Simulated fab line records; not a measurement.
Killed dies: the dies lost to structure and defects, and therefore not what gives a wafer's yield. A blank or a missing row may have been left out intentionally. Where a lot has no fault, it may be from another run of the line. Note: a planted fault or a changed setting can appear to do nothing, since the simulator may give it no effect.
Split-lot experiment | flow n5 finfet | route with 1938 steps; 7 lots, 21 wafers read

ABOUT THE SPLIT
At N5_BEOL_M14_SPUTTER_43 (material TaN, target thk 15 nm, time 24.19 s), the setting power w was moved away from the recipe's 15000 W on 6 of the 21 wafers read, by -9.9% to +11.0%. All remaining wafers had this setting at the recipe value.

The reading is taken at the split's own step.

THE READING
TaN_of_BEOL_M14_SPUTTER_43.thk nm (the simulator's own value, which no gauge read), in nm, at N5_BEOL_M14_SPUTTER_43 (material TaN, target thk 15 nm, time 24.19 s). The file gives no usual value for it. Across the 15 wafers here that went through the recipe, the average is 14.9 nm and the standard deviation 0.3 nm.

wafer  | tool, chamber at the split | power w as run, W | against the recipe | TaN_of_BEOL_M14_SPUTTER_43.thk nm, nm | against lot-mates on the recipe
L074.2 | pvd sputter-02, -          | 15000             | recipe             | 14.6                                  | -
L074.3 | pvd sputter-02, -          | 15000             | recipe             | 14.4                                  | -
L074.5 | pvd sputter-02, -          | 15000             | recipe             | 14.4                                  | -
L076.1 | pvd sputter-03, -          | 15000             | recipe             | 15.2                                  | -
L076.6 | pvd sputter-03, -          | 15000             | recipe             | 15.2                                  | -
L076.4 | pvd sputter-03, -          | 15000             | recipe             | 15.4                                  | -
L077.1 | pvd sputter-02, -          | 16650             | +11.0%             | 16.4                                  | +1.6
L077.4 | pvd sputter-02, -          | 15000             | recipe             | 14.8                                  | -
L077.6 | pvd sputter-02, -          | 16650             | +11.0%             | 16.6                                  | +1.8
L081.3 | pvd sputter-01, -          | 15000             | recipe             | 15.2                                  | -
L081.5 | pvd sputter-01, -          | 15000             | recipe             | 15.2                                  | -
L081.4 | pvd sputter-01, -          | 13510             | -9.9%              | 13.6                                  | -1.6
L092.1 | pvd sputter-02, -          | 15000             | recipe             | 14.8                                  | -
L092.4 | pvd sputter-02, -          | 15900             | +6.0%              | 15.8                                  | +1.0
L092.6 | pvd sputter-02, -          | 15900             | +6.0%              | 15.8                                  | +1.0
L094.2 | pvd sputter-02, -          | 15000             | recipe             | 15                                    | -
L094.6 | pvd sputter-02, -          | 15000             | recipe             | 15                                    | -
L094.5 | pvd sputter-02, -          | 15880             | +5.9%              | 15.8                                  | +0.8
L097.1 | pvd sputter-02, -          | 15000             | recipe             | 15                                    | -
L097.3 | pvd sputter-02, -          | 15000             | recipe             | 15.2                                  | -
L097.5 | pvd sputter-02, -          | 15000             | recipe             | 14.8                                  | -

FIT RESULTS
A straight line over all 21 wafers: TaN_of_BEOL_M14_SPUTTER_43.thk nm changes by +0.14 nm for each +1% of power w; r = +0.92; the points scatter about the line by 0.27 nm.
The same after taking each lot's own level away (the mean of its wafers on the recipe; 21 wafers): +0.157 nm for each +1%; r = +0.99; scatter 0.097 nm.
The reading moves by 1.7 nm for the largest change in power w, on that fit.
From 14.47 to 15.27 nm: that is the span of the lots' own levels, equal to 2.7 times the standard deviation above.
So the slope is not independent of the lot-to-lot level: the two fits are not the same.
Check: with one of the wafers moved furthest among these (+11.0%) left out of the fit, the line predicts +1.77 nm for it against its lot-mates. It came out at +1.6 nm against them.

OTHER SPLITS APPLIED TO THESE WAFERS
Note: prior to the reading, these wafers also went through further splits. Each is held against what the fit with the lots' levels taken away leaves over:
other split on the same wafers    | wafers away from the commonest value | r with TaN_of_BEOL_M14_SPUTTER_43.thk nm (lot level and that fit taken away)
N5_BEOL_M11_COAT_59 spin rpm      | 8                                    | -0.13
N5_BEOL_M12_TRENCH_ETCH_34 time s | 9                                    | +0.04
N5_BEOL_M12_SPUTTER_44 time s     | 6                                    | -0.21
N5_BEOL_M13_SPUTTER_43 time s     | 6                                    | -0.05

THE FILE'S OWN FIT
TaN_of_BEOL_M14_SPUTTER_43.thk nm changes by +0.156 nm for each +1% of power w, r = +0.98.
